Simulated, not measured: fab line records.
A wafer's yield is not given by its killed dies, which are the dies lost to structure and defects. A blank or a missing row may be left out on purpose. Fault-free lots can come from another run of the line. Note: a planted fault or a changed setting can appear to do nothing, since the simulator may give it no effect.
Matching of chambers :: flow n5-finfet :: 4 sister chambers for N5_DUMMY_GATE_ETCH_31 on rie-diel-02
The step etches SiO2 in C4F6/O2, target depth 82.5 nm, time 27.5 s. 4 wafers are shown with their chamber, then 12 later ones without.

## EACH WAFER AND ITS CHAMBER
wafer: L084.3
chamber: 3
rf-vpp-V (V): 646

wafer: L087.5
chamber: 2
rf-vpp-V (V): 697

wafer: L089.4
chamber: 1
rf-vpp-V (V): 667

wafer: L089.6
chamber: 0
rf-vpp-V (V): 660

## WAFERS MISSING THEIR CHAMBER
wafer: L091.1
rf-vpp-V (V): 695

wafer: L091.2
rf-vpp-V (V): 668

wafer: L091.4
rf-vpp-V (V): 655

wafer: L092.2
rf-vpp-V (V): 661

wafer: L092.4
rf-vpp-V (V): 696

wafer: L092.5
rf-vpp-V (V): 697

wafer: L093.2
rf-vpp-V (V): 657

wafer: L093.4
rf-vpp-V (V): 660

wafer: L093.6
rf-vpp-V (V): 658

wafer: L094.4
rf-vpp-V (V): 657

wafer: L094.5
rf-vpp-V (V): 696

wafer: L094.6
rf-vpp-V (V): 657

## WHICH CHAMBER EACH ONE RAN IN
wafer: L091.1
from the rows above: 2
in truth: 2

wafer: L091.2
from the rows above: 1
in truth: 1

wafer: L091.4
from the rows above: can't be placed: 0 or 3
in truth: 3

wafer: L092.2
from the rows above: 0
in truth: 0

wafer: L092.4
from the rows above: 2
in truth: 2

wafer: L092.5
from the rows above: 2
in truth: 2

wafer: L093.2
from the rows above: 0
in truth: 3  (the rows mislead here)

wafer: L093.4
from the rows above: 0
in truth: 0

wafer: L093.6
from the rows above: 0
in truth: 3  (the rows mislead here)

wafer: L094.4
from the rows above: 0
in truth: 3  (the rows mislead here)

wafer: L094.5
from the rows above: 2
in truth: 2

wafer: L094.6
from the rows above: 0
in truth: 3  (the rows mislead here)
7 of 12 placed correctly. These rows do not allow placing 1 (true chamber among the candidates in 1). Wrongly placed: 4.
How it was worked out, from the rows above alone: a wafer's distance from a chamber is the root of the sum, over the readings, of the square of ((its reading less the chamber's mean) divided by the reading's scatter). If the next closest chamber is less than 2 further off than the closest, the wafer can't be placed; otherwise it belongs to the closest. For every chamber, the mean is computed from those of its wafers that are shown. The scatter: with one shown wafer a chamber, the root of the mean of the squares of how far each hidden wafer lies from its nearest shown one.
